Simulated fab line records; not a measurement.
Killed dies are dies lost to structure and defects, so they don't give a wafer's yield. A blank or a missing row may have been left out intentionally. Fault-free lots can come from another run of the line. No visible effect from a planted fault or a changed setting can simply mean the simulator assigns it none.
2 desks, one fault / flow nand_harc / numbers are kept per desk, each desk with only its own; the story behind them comes last

## TOOL OWNER'S DESK, pecvd-01
The tool's own readings at NHARC_P_M1_DEP_00 (deposits SiOC, target thk 182.5 nm): means of the sampled wafers that have a number, for each lot that ran on this tool. A lot is out of limits, marked OUT, if its mean lies more than 4 standard deviations from the usual mean; the brackets give that distance.
Columns: A = rf_fwd_power_W at NHARC_P_M1_DEP_00, usual 599.0 W
lot=L351; first seen here=day 7 00:28; A=601.0
lot=L357; first seen here=day 9 17:17; A=503.4 (-53) OUT
lot=L360; first seen here=day 10 21:14; A=504.5 (-53) OUT
Finding of this desk: L357, L360 out of limits; the first was L357 at day 9 17:17, on rf_fwd_power_W at NHARC_P_M1_DEP_00. Within limits: L351.

## THE DEFECT DESK
Lot by lot, what the route's inspections counted, given as the mean of those sampled wafers with a number. A lot is out of limits, marked OUT, if its mean lies more than 4 standard deviations from the usual mean; the brackets give that distance.
Columns: A = raw_defect_count at NHARC_P_CONTACT_INSPECT_14, usual 4.3
lot=L350; first seen here=day 6 02:29; A=4.3
lot=L349; first seen here=day 6 03:14; A=3.7
lot=L351; first seen here=day 6 16:56; A=1.0
lot=L357; first seen here=day 9 09:07; A=1.7
lot=L360; first seen here=day 10 13:16; A=5.3
lot=L365; first seen here=day 12 19:49; A=2.3
lot=L366; first seen here=day 13 04:04; A=5.0
lot=L367; first seen here=day 13 09:30; A=2.3
lot=L368; first seen here=day 13 21:47; A=2.7
lot=L370; first seen here=day 14 12:57; A=4.7
lot=L369; first seen here=day 14 13:25; A=3.7
lot=L371; first seen here=day 14 21:59; A=11.3
lot=L372; first seen here=day 15 07:38; A=1.7
Finding of this desk: none of the 13 lots has anything out of limits.

## PUT TOGETHER
At day 9 17:17, on L357, L360, the tool owner's desk was in a position to raise an alarm.
Nothing out of limits was seen by the defect desk.
The defect desk has L357, L360 on record, within its limits.
Of the lots named, all ran NHARC_P_M1_DEP_00 on pecvd-01.

## WHAT THE SIMULATOR HAD INSERTED
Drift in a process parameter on pecvd-01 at NHARC_P_M1_DEP_00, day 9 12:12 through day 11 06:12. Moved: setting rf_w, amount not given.
Shown lots that were struck: L357, L360.
Hours from the fault's start to each desk's first reading out of limits: the tool owner's desk, 5.
